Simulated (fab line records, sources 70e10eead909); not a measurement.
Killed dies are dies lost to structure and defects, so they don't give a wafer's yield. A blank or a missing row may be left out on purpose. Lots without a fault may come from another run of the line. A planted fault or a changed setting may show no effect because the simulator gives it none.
fab line records | flow nand_harc | part 1 of 2: steps 1 to 20 of 31
record lots=5 wafers=15 last_day=23
route steps=1159 shown A_CONTACT@943 A_BLC@964
lots that met no fault: from a run of the same line without faults
start_h: hours from the record's first day to the start of the lot's first wafer shown | wait_h: hours since the lot's step before | " the same as in the row above | L1.1+2: a row that stands for several wafers | - no value, or no start given | * or withheld: withheld | < > ~ a bound
route shown NAME@n: a module of which the file shows steps, and the number in the route of the first | usual: mean/standard deviation of fault-free wafers | same: alike in all rows | chamber/n: place in a boat | sites: the reading at each site | _std_site: their standard deviation | _edge_site: outer sites' mean less inner sites' | radius_mm: how far each site lies from the wafer's centre | mask NAME#n: copy n | behind: the tool/chamber that last shaped the wafer | hold: why the lot was held/for how many hours/how that ended | device: the transistor (n, p or np) that didn't switch | end of line: the same wafers' tests at the end of the route | a step without rows: its recipe alone | killed: dies lost to structure and defects at the first sort, not the wafer's yield | map: a wafer's dies, x killed, . not, _ none there
set.NAME: the setting as run; set.NAME@STEP: as run at that earlier step | model.NAME: the simulator's own value behind a step, which no gauge read
lots at some steps of the route; a table a step, a row a wafer
services: from which hour (start_h, from the record's first day; less than 0 if before it) a tool's chamber was out of use, for how many hours, and why
## steps
# step NHARC_A_CONTACT_ETCH_134
# recipe source_w=withheld pressure_mtorr=20 bias_v=withheld time_s=140 target_depth_a=7000 ar_flow_sccm=withheld c4f8_flow_sccm=withheld o2_flow_sccm=withheld chemistry=C4F8/O2/Ar
# usual oes_air_line_au=1.000/0.022
# columns lot.wafer tool chamber start_h wait_h oes_air_line_au rf_hours_counter_h
L081.2 har_cap_etch-02 0 438.13 - 0.992 18
L081.3 " 0 " " 0.993 -
L081.5 " 0 " " 0.992 -
L082.1 har_cap_etch-01 0 450.06 - 1.004 71
L082.6 " 1 " " 0.999 -
L082.5 " 0 " " 0.978 -
L084.3 har_cap_etch-03 1 451.74 - 1.004 -
L084.6 " 1 " " 0.991 -
L084.5 " 0 " " 0.995 -
L090.2 har_cap_etch-03 0 477.94 - 0.992 100
L090.3 " 0 " " 0.985 -
L090.5 " 0 " " 0.976 -
L089.1 har_cap_etch-03 1 487.13 - 1.028 101
L089.3 " 0 " " 1.016 -
L089.6 " 0 " " 1.022 -
# step NHARC_A_CONTACT_ETCH_135
# recipe source_w=withheld pressure_mtorr=20 bias_v=3000 time_s=132 target_depth_a=12870 ar_flow_sccm=withheld c4f8_flow_sccm=withheld o2_flow_sccm=withheld chemistry=C4F8/O2/Ar
# usual oes_air_line_au=0.997/0.02
# columns lot.wafer tool chamber start_h wait_h oes_air_line_au rf_hours_counter_h
L081.2 har_cap_etch-02 0 438.34 0.2 1.011 18
L081.3 " 0 " " 1.013 -
L081.5 " 0 " " 1.017 -
L082.1 har_cap_etch-01 0 450.25 0.2 0.995 71
L082.6 " 1 " " 1.029 -
L082.5 " 0 " " 0.960 -
L084.3 har_cap_etch-03 1 451.91 0.1 1.018 -
L084.6 " 1 " " 0.984 -
L084.5 " 0 " " 0.993 -
L090.2 har_cap_etch-03 0 478.15 0.2 0.991 100
L090.3 " 0 " " 0.994 -
L090.5 " 0 " " 0.984 -
L089.1 har_cap_etch-03 1 487.33 0.2 0.978 101
L089.3 " 0 " " 1.006 -
L089.6 " 0 " " 0.963 -
# step NHARC_A_CONTACT_ETCH_136
# recipe source_w=withheld pressure_mtorr=20 bias_v=3000 time_s=132 target_depth_a=12870 ar_flow_sccm=withheld c4f8_flow_sccm=withheld o2_flow_sccm=withheld chemistry=C4F8/O2/Ar
# usual oes_air_line_au=1.002/0.022
# columns lot.wafer tool chamber start_h wait_h oes_air_line_au rf_hours_counter_h
L081.2 har_cap_etch-02 0 438.46 0.1 1.029 19
L081.3 " 0 " " 1.015 -
L081.5 " 0 " " 1.027 -
L082.1 har_cap_etch-01 0 450.37 0.1 0.984 71
L082.6 " 1 " " 1.026 -
L082.5 " 0 " " 0.973 -
L084.3 har_cap_etch-03 1 452.04 0.1 0.984 -
L084.6 " 1 " " 1.005 -
L084.5 " 0 " " 1.017 -
L090.2 har_cap_etch-03 0 478.27 0.1 0.984 100
L090.3 " 0 " " 0.992 -
L090.5 " 0 " " 1.027 -
L089.1 har_cap_etch-03 1 487.45 0.1 0.996 101
L089.3 " 0 " " 0.991 -
L089.6 " 0 " " 0.987 -
# step NHARC_A_CONTACT_ETCH_137
# recipe source_w=withheld pressure_mtorr=20 bias_v=3000 time_s=132 target_depth_a=12870 ar_flow_sccm=withheld c4f8_flow_sccm=withheld o2_flow_sccm=withheld chemistry=C4F8/O2/Ar
# usual oes_air_line_au=1.001/0.02
# columns lot.wafer tool chamber start_h wait_h oes_air_line_au rf_hours_counter_h
L081.2 har_cap_etch-02 0 438.58 0.1 0.989 19
L081.3 " 0 " " 0.969 -
L081.5 " 0 " " 0.936 -
L082.1 har_cap_etch-01 0 450.49 0.1 1.017 71
L082.6 " 1 " " 1.006 -
L082.5 " 0 " " 1.005 -
L084.3 har_cap_etch-03 1 452.16 0.1 0.998 -
L084.6 " 1 " " 0.989 -
L084.5 " 0 " " 0.988 -
L090.2 har_cap_etch-03 0 478.39 0.1 1.001 100
L090.3 " 0 " " 0.981 -
L090.5 " 0 " " 0.998 -
L089.1 har_cap_etch-03 1 487.57 0.1 1.007 101
L089.3 " 0 " " 1.002 -
L089.6 " 0 " " 1.029 -
# step NHARC_A_CONTACT_ETCH_138
# recipe source_w=withheld pressure_mtorr=20 bias_v=3000 time_s=132 target_depth_a=12890 ar_flow_sccm=withheld c4f8_flow_sccm=withheld o2_flow_sccm=withheld chemistry=C4F8/O2/Ar
# usual oes_air_line_au=1.001/0.02
# columns lot.wafer tool chamber start_h wait_h oes_air_line_au rf_hours_counter_h
L081.2 har_cap_etch-02 0 438.70 0.1 1.013 19
L081.3 " 0 " " 0.999 -
L081.5 " 0 " " 1.041 -
L082.1 har_cap_etch-01 0 450.61 0.1 1.018 71
L082.6 " 1 " " 1.006 -
L082.5 " 0 " " 1.015 -
L084.3 har_cap_etch-03 1 452.28 0.1 1.001 -
L084.6 " 1 " " 1.008 -
L084.5 " 0 " " 0.991 -
L090.2 har_cap_etch-03 0 478.51 0.1 0.986 101
L090.3 " 0 " " 1.020 -
L090.5 " 0 " " 0.975 -
L089.1 har_cap_etch-03 1 487.69 0.1 0.971 101
L089.3 " 0 " " 1.001 -
L089.6 " 0 " " 0.998 -
# step NHARC_A_CONTACT_ETCH_139
# recipe source_w=withheld pressure_mtorr=20 bias_v=400 time_s=137 target_depth_a=5900 ar_flow_sccm=withheld c4f8_flow_sccm=11.5 o2_flow_sccm=7.2 chemistry=C4F8/O2/Ar
# usual oes_air_line_au=1.001/0.02
# columns lot.wafer tool chamber start_h wait_h oes_air_line_au rf_hours_counter_h
L081.2 har_cap_etch-02 0 438.83 0.1 1.020 19
L081.3 " 0 " " 1.003 -
L081.5 " 0 " " 1.031 -
L082.1 har_cap_etch-01 0 450.75 0.1 1.006 71
L082.6 " 1 " " 1.013 -
L082.5 " 0 " " 1.000 -
L084.3 har_cap_etch-03 1 452.44 0.1 0.976 -
L084.6 " 1 " " 1.014 -
L084.5 " 0 " " 0.963 -
L090.2 har_cap_etch-03 0 478.64 0.1 1.002 101
L090.3 " 0 " " 0.993 -
L090.5 " 0 " " 1.000 -
L089.1 har_cap_etch-03 1 487.81 0.1 1.002 101
L089.3 " 0 " " 1.002 -
L089.6 " 0 " " 1.019 -
# step NHARC_A_CONTACT_ETCH_92
# recipe target_depth_a=400 over_etch_frac=0.5 time_s=85.7 ion_energy_ev=120 ch3f_flow_sccm=50 o2_flow_sccm=30 ar_flow_sccm=200 rf_w=500 bias_w=100 chemistry=CH3F/O2
# usual ch3f_flow_sccm=50.01/0.14 drypump_motor_current_A=5.7/0.46 oes_product_au=0.939/0.028 rf_vpp_V=244.7/1.8 showerhead_plenum_p_Torr=2.48/0.11 throttle_valve_pct=20.664/0.009
# columns lot.wafer tool chamber start_h wait_h ch3f_flow_sccm drypump_motor_current_A oes_product_au rf_hours_counter_h rf_vpp_V showerhead_plenum_p_Torr throttle_valve_pct
L081.3 rie_diel-04 3 439.23 0.3 49.66 5.3 0.918 25 246.9 2.58 20.661
L081.2 " 0 " " 50.04 5.7 0.923 26 245.2 2.55 20.688
L081.5 " 0 " " 49.96 5.7 0.934 - 245.3 2.55 20.672
L082.1 rie_diel-01 0 451.13 0.3 50.01 5.6 0.943 53 244.0 2.34 20.674
L082.5 " 3 " " 49.81 5.0 0.933 - 246.9 2.64 20.658
L082.6 " 0 " " 50.03 5.6 0.940 - 242.7 2.34 20.655
L084.3 rie_diel-10 1 452.82 0.3 50.16 5.4 0.930 31 246.1 2.62 20.669
L084.5 " 2 " " 50.08 6.1 0.918 - 246.8 2.56 20.660
L084.6 " 3 " " 49.86 5.3 0.916 - 246.0 2.53 20.655
L090.2 rie_diel-04 0 479.07 0.4 50.14 5.7 0.998 1 244.7 2.55 20.667
L090.3 " 1 " " 49.90 5.7 0.995 0 242.6 2.45 20.665
L090.5 " 2 " " 50.12 6.6 0.998 - 243.5 2.34 20.660
L089.3 rie_diel-04 3 488.22 0.3 50.10 5.3 0.942 2 247.0 2.57 20.660
L089.1 " 0 " " 49.83 5.7 0.937 2 246.7 2.55 20.658
L089.6 " 0 " " 49.83 5.7 0.939 - 246.8 2.55 20.684
# step NHARC_A_CONTACT_ETCH_98
# recipe target_depth_a=200 over_etch_frac=0.5 time_s=10 ion_energy_ev=250 c4f6_flow_sccm=25 o2_flow_sccm=20 ar_flow_sccm=500 rf_w=600 bias_w=500 chemistry=C4F6/O2
# usual drypump_motor_current_A=5.7/0.45 oes_product_au=0.962/0.021 rf_vpp_V=547/3.4 showerhead_plenum_p_Torr=3.96/0.17 throttle_valve_pct=26.904/0.009
# columns lot.wafer tool chamber start_h wait_h drypump_motor_current_A oes_product_au rf_hours_counter_h rf_vpp_V showerhead_plenum_p_Torr throttle_valve_pct
L081.2 rie_diel-04 1 - - 5.6 0.951 26 547 3.92 26.896
L081.3 " 2 " " 6.6 0.949 25 543 3.74 26.912
L081.5 " 0 " " 5.7 0.973 - 549 4.06 26.916
L082.1 rie_diel-01 3 - - 5.0 0.970 56 552 4.19 26.911
L082.5 " 3 " " 5.0 0.961 - 553 4.19 26.891
L082.6 " 0 " " 5.6 0.968 - 542 3.75 26.911
L084.3 rie_diel-10 1 - - 5.5 0.939 31 552 4.17 26.899
L084.6 " 1 " " 5.4 0.942 - 550 4.17 26.905
L084.5 " 2 " " 6.1 0.950 - 550 4.08 26.906
L090.3 rie_diel-04 3 - - 5.4 0.993 1 550 4.09 26.904
L090.2 " 2 " " 6.6 0.987 1 543 3.74 26.898
L090.5 " 3 " " 5.3 0.992 - 550 4.10 26.908
L089.1 rie_diel-04 1 - - 5.7 0.942 2 546 3.91 26.877
L089.3 " 3 " " 5.3 0.960 2 551 4.09 26.912
L089.6 " 2 " " 6.5 0.945 - 544 3.74 26.899
# step NHARC_A_CONTACT_CD_MEAS_15
# usual cd_nm=89.8/0.48
# columns lot.wafer tool chamber start_h wait_h cd_nm
L081.2 cd_sem-01 - 439.64 - 89.9
L081.3 " - " " 90.2
L081.5 " - " " 89.5
L082.1 cd_sem-02 - 451.34 - 89.8
L082.5 " - " " 89.7
L082.6 " - " " 89.5
L084.3 cd_sem-01 - 453.00 - 89.9
L084.5 " - " " 90.2
L084.6 " - " " 90.1
L090.2 cd_sem-03 - 479.26 - 90.1
L090.3 " - " " 89.7
L090.5 " - " " 90.1
L089.1 cd_sem-03 - 488.43 - 90.6
L089.3 " - " " 90.1
L089.6 " - " " 90.2
# step NHARC_A_CONTACT_STRIP_107
# recipe n2_flow_sccm=150 h2_flow_sccm=150 ar_flow_sccm=0 bias_w=0 chemistry=N2/H2
# columns lot.wafer tool chamber start_h wait_h
L081.3+2+5 rie_diel-04 1,3,2 439.71 0.1
L082.1+5+6 rie_diel-04 0,0,1 451.41 0.1
L084.3+6+5 rie_diel-04 0,0,1 453.07 0.1
L090.3+2+5 rie_diel-10 3,1,3 479.34 0.1
L089.3+1+6 rie_diel-04 0,2,0 488.51 0.1
# step NHARC_A_CONTACT_STRIP_108
# recipe cf4_flow_sccm=100 chf3_flow_sccm=30 ar_flow_sccm=0 bias_w=0 chemistry=CF4/CHF3
# columns lot.wafer tool chamber start_h wait_h
L081.2+3+5 rie_diel-04 0,1,1 439.80 0.1
L082.1+6+5 rie_diel-04 3,3,0 451.79 0.4
L084.3+5+6 rie_diel-04 1,0,1 453.17 0.1
L090.2+3+5 rie_diel-10 0,1,0 479.43 0.1
L089.3+1+6 rie_diel-04 3,0,2 488.61 0.1
# step NHARC_A_CONTACT_STRIP_109
# recipe o2_flow_sccm=400 cos_flow_sccm=20 ar_flow_sccm=0 bias_w=0 chemistry=O2/COS
# columns lot.wafer tool chamber start_h wait_h
L081.2+3+5 rie_diel-04 3,1,3 439.87 0.1
L082.1+5+6 rie_diel-04 1,1,2 451.85 0.1
L084.3+5+6 rie_diel-04 3,2,3 453.23 0.1
L090.2+3+5 rie_diel-10 2,3,0 479.49 0.1
L089.3+1+6 rie_diel-04 1,0,2 488.67 0.1
# step NHARC_A_CONTACT_ETCH_110
# recipe target_depth_a=500 overetch_a=50 time_s=27.5 ion_energy_ev=100 cf4_flow_sccm=80 o2_flow_sccm=20 ar_flow_sccm=0 rf_w=300 bias_w=100 chemistry=CF4/O2
# usual drypump_motor_current_A=5.7/0.44 oes_f_703_au=1.001/0.0044 oes_o_777_au=1.000/0.0047 oes_product_au=1.002/0.0066 rf_vpp_V=198.2/1.4 showerhead_plenum_p_Torr=1.35/0.058 throttle_valve_pct=13.397/0.0084
# columns lot.wafer tool chamber start_h wait_h drypump_motor_current_A oes_f_703_au oes_o_777_au oes_product_au rf_hours_counter_h rf_vpp_V showerhead_plenum_p_Torr throttle_valve_pct
L081.2 rie_diel-04 0 439.93 0.1 5.7 0.999 1.002 1.004 26 198.1 1.39 13.399
L081.3 " 2 " " 6.6 1.002 1.000 1.009 25 195.5 1.27 13.404
L081.5 " 3 " " 5.3 0.995 0.990 0.994 - 199.0 1.40 13.400
L082.1 rie_diel-04 0 451.91 0.1 5.7 0.994 1.001 1.000 29 200.5 1.38 13.390
L082.6 " 3 " " 5.3 1.001 1.002 1.005 - 197.9 1.40 13.371
L082.5 " 0 " " 5.7 1.002 0.994 1.012 - 198.5 1.39 13.382
L084.3 rie_diel-04 0 453.29 0.1 5.7 1.002 1.001 1.012 29 199.5 1.39 13.384
L084.5 " 3 " " 5.3 0.993 1.004 0.992 - 198.8 1.40 13.402
L084.6 " 0 " " 5.7 1.004 1.005 0.998 - 197.9 1.38 13.403
L090.3 rie_diel-10 2 479.55 0.0 6.1 0.998 1.003 1.000 43 199.9 1.39 13.399
L090.2 " 1 " " 5.4 1.002 0.994 1.006 44 201.6 1.42 13.396
L090.5 " 3 " " 5.3 0.995 1.004 0.997 - 197.8 1.37 13.403
L089.1 rie_diel-04 1 488.73 0.0 5.6 1.002 0.993 1.001 2 197.0 1.33 13.386
L089.3 " 2 " " 6.6 1.000 0.994 1.006 2 196.5 1.27 13.394
L089.6 " 1 " " 5.6 1.002 1.009 0.994 - 198.5 1.33 13.393
# step NHARC_A_CONTACT_STRIP_26
# recipe o2_flow_sccm=500 ar_flow_sccm=0 bias_w=0 chemistry=O2
# usual drypump_motor_current_A=5.7/0.43 oes_product_au=1.001/0.0059 rf_vpp_V=57.9/0.9 showerhead_plenum_p_Torr=3.57/0.14 throttle_valve_pct=17.037/0.01
# columns lot.wafer tool chamber start_h wait_h drypump_motor_current_A oes_product_au rf_hours_counter_h rf_vpp_V showerhead_plenum_p_Torr throttle_valve_pct
L081.3 rie_diel-04 2 - - 6.6 1.010 26 58.3 3.36 17.053
L081.2 " 3 " " 5.4 0.998 26 58.4 3.69 17.026
L081.5 " 1 " " 5.7 0.995 - 58.0 3.52 17.046
L082.1 rie_diel-04 2 - - 6.6 1.009 29 57.8 3.36 17.026
L082.5 " 2 " " 6.6 1.007 - 58.6 3.36 17.043
L082.6 " 3 " " 5.3 1.004 - 57.9 3.69 17.020
L084.3 rie_diel-04 3 - - 5.3 1.000 29 58.4 3.69 17.049
L084.6 " 1 " " 5.7 1.001 - 56.9 3.52 17.065
L084.5 " 2 " " 6.5 1.004 - 58.0 3.36 17.031
L090.2 rie_diel-10 1 - - 5.4 1.009 44 58.4 3.75 17.033
L090.3 " 2 " " 6.1 1.010 43 58.0 3.67 17.054
L090.5 " 3 " " 5.3 1.007 - 56.7 3.62 17.040
L089.1 rie_diel-04 2 - - 6.5 1.008 2 58.9 3.36 17.029
L089.3 " 0 " " 5.7 1.001 2 58.0 3.65 17.042
L089.6 " 2 " " 6.6 0.999 - 59.1 3.36 17.032
# step NHARC_A_CONTACT_STRIP_27
# recipe time_s=600 temp_c=30 chemistry=post_etch_residue_remover
# columns lot.wafer tool chamber start_h wait_h
L081.2+5+3 wet_bench-01 4,6,7 440.31 -
L082.5+1+6 wet_bench-01 1,2,6 452.29 -
L084.3+5+6 wet_bench-02 4,0,1 453.66 -
L090.3+2+5 wet_bench-02 4,7,0 479.93 -
L089.1+6+3 wet_bench-02 5,6,7 489.12 -
# step NHARC_A_CONTACT_ALD_18
# recipe target_thk_a=30 pulse_time_s=1 ald_cycles=150 temp_c=450 material=TiN
# usual heater_power_w=1059/130 precursor_pulse_height_rel=0.999/0.018
# columns lot.wafer tool chamber start_h wait_h heater_power_w precursor_pulse_height_rel
L081.3 ald_metal-03 3 440.57 - 1112 0.998
L081.2 " 2 " " 1314 1.002
L081.5 " 0 " " 1067 1.016
L082.1 ald_metal-01 1 452.62 - 1100 0.995
L082.5 " 2 " " 1135 0.971
L082.6 " 3 " " 1288 1.001
L084.3 ald_metal-02 1 453.97 - 893 1.006
L084.5 " 3 " " 884 0.977
L084.6 " 0 " " 1156 1.014
L090.2 ald_metal-03 3 480.22 - 1122 0.977
L090.3 " 0 " " 1057 0.984
L090.5 " 3 " " 1119 1.002
L089.3 ald_metal-01 2 489.41 - 1079 0.999
L089.1 " 3 " " 1266 1.009
L089.6 " 1 " " 1134 0.992
# step NHARC_A_CONTACT_CVD_19
# recipe target_thk_a=3000 temp_c=300 pressure_torr=40 wf6_flow_sccm=40 h2_flow_sccm=1600 ar_flow_sccm=1560 time_s=802 material=W
# usual heater_power_w=435/64 mfc_wf6_sccm=39.97/0.11 throttle_valve_pct=7.80/0.22
# columns lot.wafer tool chamber start_h wait_h heater_power_w mfc_wf6_sccm throttle_valve_pct
L081.2 cvd_w-01 0 - - 374 40.13 7.76
L081.3 " 1 " " 466 39.96 8.05
L081.5 " 0 " " 377 40.10 7.43
L082.1 cvd_w-01 1 - - 466 40.06 8.17
L082.5 " 0 " " 386 39.90 7.67
L082.6 " 1 " " 470 39.93 8.07
L084.3 cvd_w-01 1 - - 472 39.96 8.06
L084.5 " 0 " " 376 40.03 7.86
L084.6 " 1 " " 463 40.07 7.93
L090.2 cvd_w-02 0 - - 384 40.12 7.57
L090.3 " 1 " " 530 39.89 8.35
L090.5 " 0 " " 382 40.14 7.58
L089.1 cvd_w-01 1 - - 506 39.87 7.66
L089.3 " 1 " " 490 40.05 7.89
L089.6 " 0 " " 365 39.83 7.67
# step NHARC_A_CONTACT_CMP_20
# recipe t_overpolish_s=30 target_thk_nm=300
# usual edge_zone_pressure_frac=1.001/0.0048 motor_current_A=12.3/1.3 overpolish_run_s=30.000/0.0082 slurry_filter_dp_kPa=13.52/0.14 time_to_endpoint_s=59.8/3
# columns lot.wafer tool chamber start_h wait_h edge_zone_pressure_frac motor_current_A overpolish_run_s slurry_filter_dp_kPa time_to_endpoint_s
L081.2 cmp-03 2 446.31 0.8 1.001 13.0 29.994 13.49 62.6
L081.3 " 0 " " 1.005 11.4 30.001 13.43 59.7
L081.5 " 1 " " 1.004 14.7 29.997 13.50 63.3
L082.1 cmp-03 1 455.72 0.7 0.996 14.6 30.011 13.51 63.0
L082.6 " 0 " " 0.989 10.8 29.997 13.51 62.8
L082.5 " 1 " " 0.994 14.4 29.991 13.49 62.4
L084.3 cmp-03 1 456.50 0.4 1.003 14.8 30.004 13.31 66.4
L084.6 " 3 " " 0.994 12.6 30.014 13.32 67.0
L084.5 " 0 " " 1.000 10.8 30.014 13.57 67.8
L090.2 cmp-03 1 481.75 0.7 0.996 14.6 29.994 13.54 59.0
L090.3 " 2 " " 1.006 12.6 30.003 13.41 59.2
L090.5 " 0 " " 1.006 11.9 30.003 13.45 61.6
L089.3 cmp-01 1 492.38 0.5 1.004 9.8 29.996 13.45 58.5
L089.1 " 2 " " 0.994 12.4 29.988 13.56 58.2
L089.6 " 2 " " 1.006 11.9 30.000 13.58 57.1
# step NHARC_A_CONTACT_SRD_22
# columns lot.wafer tool chamber start_h wait_h
L081.5+3+2 wet_bench-05 3,4,7 446.62 0.0
L082.6+1+5 wet_bench-02 2,5,7 456.02 0.0
L084.5+6+3 wet_bench-01 0,1,4 456.77 0.0
L090.3+5+2 wet_bench-05 4,7,0 482.02 0.0
L089.6+3+1 wet_bench-01 3,6,0 492.70 0.0
# step NHARC_A_CONTACT_INSPECT_23
# usual raw_defect_count=408/110
# columns lot.wafer tool chamber start_h wait_h raw_defect_count
L081.2 defect_inspect-01 - 446.72 0.1 383
L081.3 " - " " 375
L081.5 " - " " 252
L082.1 defect_inspect-01 - 456.10 0.1 353
L082.5 " - " " 327
L082.6 " - " " 266
L084.3 defect_inspect-01 - 456.85 0.1 391
L084.5 " - " " 663
L084.6 " - " " 390
L090.2 defect_inspect-01 - 482.10 0.1 271
L090.3 " - " " 323
L090.5 " - " " 362
L089.1 defect_inspect-01 - 492.79 0.1 366
L089.3 " - " " 409
L089.6 " - " " 278
